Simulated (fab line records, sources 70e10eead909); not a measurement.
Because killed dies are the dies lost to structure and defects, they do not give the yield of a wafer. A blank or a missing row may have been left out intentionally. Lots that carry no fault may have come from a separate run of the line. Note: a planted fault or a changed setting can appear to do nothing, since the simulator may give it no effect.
Struck lot and sound lot, side by side ; flow nand-harc ; 15 steps out of a route of 1302
Sound: wafers L808.2, L808.5, L808.6. Struck: wafer L810.6. (L810.4 of the same lot was not struck and is left out.) The cause comes at the end.
Each step with rows lists, per side, the tool, then ch with its chambers, then its first start. Under that, the readings that differ: sound wafers ; struck wafers ; difference of the means ; sigmas: that difference in standard deviations of wafers without a fault.
alike: words and numbers the same on both sides, and readings whose means are apart by under 2 such deviations; not compared: readings that were withheld, readings missing a value for some wafer, numbers with overlapping values and no deviation given by the record, and bounds like >300 which may hide the same value.
A row with sigmas, a row that says differs or no value, or rows on one side alone: a step with any of these is where the two part. Non-overlapping numbers with no deviation appear without sigmas and do not part them. A reading missing from all wafers of one side parts the sides only when that side holds two or more wafers.

first, 3 steps without rows for these wafers: NHARC_A_CHANNEL_HOLE_D1_STRIP_41 (strips in N2/H2); NHARC_A_CHANNEL_HOLE_D1_STRIP_42 (strips in CF4/CHF3); NHARC_A_CHANNEL_HOLE_D1_STRIP_43 (strips in O2/COS).
NHARC_A_CHANNEL_HOLE_D1_ETCH_44: etches the open film in CF4/O2, target depth 140 nm, overetch 14 nm, time 77 s.
  sound on rie-diel-01 ch 0,1,3, day 10 19:23; struck on rie-diel-01 ch 0, day 12 00:25
reading;sound;struck;difference;sigmas
cf4-flow-sccm (sccm);79.65 80.18 80.25;79.49;-0.54;-2
  alike: drypump-motor-current-A, oes-product-au, rf-vpp-V, showerhead-plenum-p-Torr, throttle-valve-pct
  not compared: rf-hours-counter-h
NHARC_A_CHANNEL_HOLE_D1_STRIP_27: strips in O2.
  sound: rie-diel-01 ch 0,2,3; struck: rie-diel-01 ch 1
  alike: drypump-motor-current-A, oes-product-au, rf-vpp-V, showerhead-plenum-p-Torr, throttle-valve-pct
  not compared: rf-hours-counter-h
then, 2 steps without rows for these wafers: NHARC_A_CHANNEL_HOLE_D1_PRECLEAN_28 (cleans in SC1); NHARC_A_CHANNEL_HOLE_D1_SRD_29.
NHARC_A_CHANNEL_HOLE_D1_CD_MEAS_30:
  sound on cd-sem-02 at day 10 20:11; struck on cd-sem-03 at day 12 01:13
  alike: cd-nm
NHARC_A_CHANNEL_HOLE_D1_XSEM_31:
  sound on xsem-02 ch 0, day 10 20:17; struck on xsem-02 ch 0, day 12 01:19
reading;sound;struck;difference;sigmas
bot-cd-nm (nm);73.1 73.4 73.8;77.1;+3.7;+2
  alike: bow-nm, tilt-deg
NHARC_A_CHANNEL_HOLE_D1_INSPECT_40:
  sound on defect-inspect-02 at day 10 20:23; struck on defect-inspect-02 at day 12 01:24
  alike: raw-defect-count
then, 2 steps without rows for these wafers: NHARC_A_CHANNEL_FILL_D1_PRECLEAN_00 (cleans in SC1); NHARC_A_CHANNEL_FILL_D1_SRD_01.
NHARC_A_CHANNEL_FILL_D1_ALD_02: deposits SiO2, target thk 6 nm, pulse time 10 s, ald cycles 60.
  sound on ald-hk-03 ch 0,1, day 10 20:34; struck on ald-hk-03 ch 2, day 12 01:44
reading;sound;struck;difference;sigmas
ald-cycles;60 60 60;67;+7;
heater-power-w (W);552 571 419;400;-114;-2
  alike: precursor-pulse-height-rel
  not compared: since-wet-clean-h
NHARC_A_CHANNEL_FILL_D1_ALD_03: deposits SiNx, target thk 6 nm, pulse time 60 s, ald cycles 58.
  sound: ald-sin-batch-01 ch 0; struck: ald-sin-batch-03 ch 0
  alike: chamber-pressure-Torr, precursor-pulse-height-rel
  not compared: ald-cycles
NHARC_END_SORT_01:
  the record has rows for the sound wafers here (prober-02 ch 0, day 26 10:13) and none for the struck ones

## WHERE THEY PART
First at NHARC_A_CHANNEL_HOLE_D1_ETCH_44; last, within this record, at NHARC_END_SORT_01.

WHY: what the simulator had put in
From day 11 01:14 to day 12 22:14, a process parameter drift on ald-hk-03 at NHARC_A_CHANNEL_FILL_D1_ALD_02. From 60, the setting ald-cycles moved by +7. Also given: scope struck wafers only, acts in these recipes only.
